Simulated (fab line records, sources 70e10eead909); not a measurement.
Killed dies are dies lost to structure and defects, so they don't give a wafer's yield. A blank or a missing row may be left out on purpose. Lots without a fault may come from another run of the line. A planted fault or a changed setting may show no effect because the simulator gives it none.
Chamber matching | flow nand_harc | NHARC_A_STAIRCASE_ETCH_253 on rie_diel-04: 4 sister chambers
The step etches the open film in C4F8/O2, target depth 50 nm, time 20.2 s. 4 wafers are shown with their chamber, then 12 later ones without.

WAFERS WITH THEIR CHAMBER
wafer  | chamber | rf_vpp_V (V)
L083.3 | 3       | 898
L086.2 | 1       | 889
L087.1 | 2       | 896
L087.5 | 0       | 900

WAFERS WITHOUT THEIR CHAMBER
wafer  | rf_vpp_V (V)
L089.3 | 901
L089.4 | 896
L089.5 | 899
L088.2 | 894
L088.3 | 888
L088.4 | 899
L091.1 | 887
L091.3 | 901
L091.4 | 897
L093.1 | 900
L093.4 | 894
L093.6 | 897

WHICH CHAMBER EACH WENT THROUGH
wafer  | from the rows above          | in truth
L089.3 | can't be placed: 0 or 3      | 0
L089.4 | can't be placed: 2 or 3      | 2
L089.5 | can't be placed: 0 or 3 or 2 | 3
L088.2 | can't be placed: 2 or 3      | 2
L088.3 | 1                            | 1
L088.4 | can't be placed: 0 or 3 or 2 | 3
L091.1 | 1                            | 1
L091.3 | can't be placed: 0 or 3      | 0
L091.4 | can't be placed: 2 or 3 or 0 | 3
L093.1 | can't be placed: 0 or 3      | 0
L093.4 | can't be placed: 2 or 3      | 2
L093.6 | can't be placed: 2 or 3 or 0 | 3
Placed correctly: 2 of 12. Can't be placed from these rows: 10 (the true chamber is among the candidates in 10). Placed wrongly: 0.
How it was worked out, from the rows above alone: a wafer's distance from a chamber is the root of the sum, over the readings, of the square of ((its reading less the chamber's mean) divided by the reading's scatter). The wafer belongs to the nearest chamber; if the next one is less than 2 further off, it can't be placed. A chamber's mean is the mean of its shown wafers. The scatter: with one shown wafer a chamber, the root of the mean of the squares of how far each hidden wafer lies from its nearest shown one.
